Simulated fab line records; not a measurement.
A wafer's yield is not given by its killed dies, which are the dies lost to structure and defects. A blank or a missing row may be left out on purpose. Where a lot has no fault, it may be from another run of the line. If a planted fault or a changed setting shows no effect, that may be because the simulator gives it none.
The same fault as seen by 2 desks | flow nand-harc | numbers are kept per desk, each desk with only its own; the story behind them comes last

== METROLOGY DESK ==
What the gauges read, lot by lot, whatever tool the lot ran on: means of the sampled wafers that have a number. A lot is out of limits, marked OUT, if its mean lies more than 4 standard deviations from the usual mean; the brackets give that distance.
Columns: A = thk-nm at NHARC_P_BONDPAD_THK_MEAS_33, usual 200.8 nm; B = thk-nm at NHARC_A_ONON_D1_THK_MEAS_02, usual 999 nm
lot  | first seen here | A     | B
L859 | day 6 09:04     | 201.7 | 997
L861 | day 6 18:39     | 202.8 | 991
L862 | day 7 10:13     | 204.4 | 1003
L864 | day 7 16:50     | 198.6 | 975
L865 | day 8 00:00     | 199.8 | 585 (-43) OUT
L867 | day 8 04:57     | 202.2 | 981
L866 | day 8 12:35     | 203.6 | 995
L871 | day 9 12:56     | 200.6 | 607 (-40) OUT
L875 | day 10 12:38    | 201.1 | 988
L876 | day 10 18:35    | 201.9 | 995
L879 | day 11 02:19    | 200.4 | 1007
L881 | day 11 19:46    | 199.8 | 1001
L882 | day 12 03:56    | 200.5 | 1003
Finding of this desk: L865, L871 out of limits; the first was L865 at day 9 09:40, on thk-nm at NHARC_A_ONON_D1_THK_MEAS_02. L859, L861, L862, L864, L867, L866, L875, L876, L879, L881, L882 stayed within limits.

== AT THE TOOL OWNER'S DESK: pecvd-onon-02 ==
The tool's own readings at NHARC_A_ONON_D1_DEP_00 (target thk 1000 nm): means of the sampled wafers that have a number, for each lot that ran on this tool. A lot is out of limits, marked OUT, if its mean lies more than 4 standard deviations from the usual mean; the brackets give that distance.
Columns: A = n2o-flow-sccm at NHARC_A_ONON_D1_DEP_00, usual 1998 sccm; B = sih4-flow-sccm at NHARC_A_ONON_D1_DEP_00, usual 209.9 sccm
lot  | first seen here | A    | B
L859 | day 7 14:17     | 2000 | 210.9
L862 | day 8 12:52     | 2001 | 210.0
L864 | day 8 20:14     | 1997 | 209.8
L865 | day 9 09:10     | 1991 | 210.1
L871 | day 10 15:32    | 2001 | 210.6
This desk found nothing out of limits on any of the 5 lots.

== PUT TOGETHER ==
On L865, L871, the metrology desk was in a position to raise an alarm at day 9 09:40.
The tool owner's desk saw nothing out of limits.
On record at the tool owner's desk: L865, L871, within its limits.
Of the lots named, all ran NHARC_A_ONON_D1_DEP_00 on pecvd-onon-02.

== WHAT WAS PUT IN BY THE SIMULATOR ==
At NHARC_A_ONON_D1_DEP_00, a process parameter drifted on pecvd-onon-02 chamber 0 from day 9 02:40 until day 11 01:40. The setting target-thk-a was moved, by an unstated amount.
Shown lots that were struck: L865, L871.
Delay in hours, fault start to first out-of-limits reading, per desk: metrology desk 7.
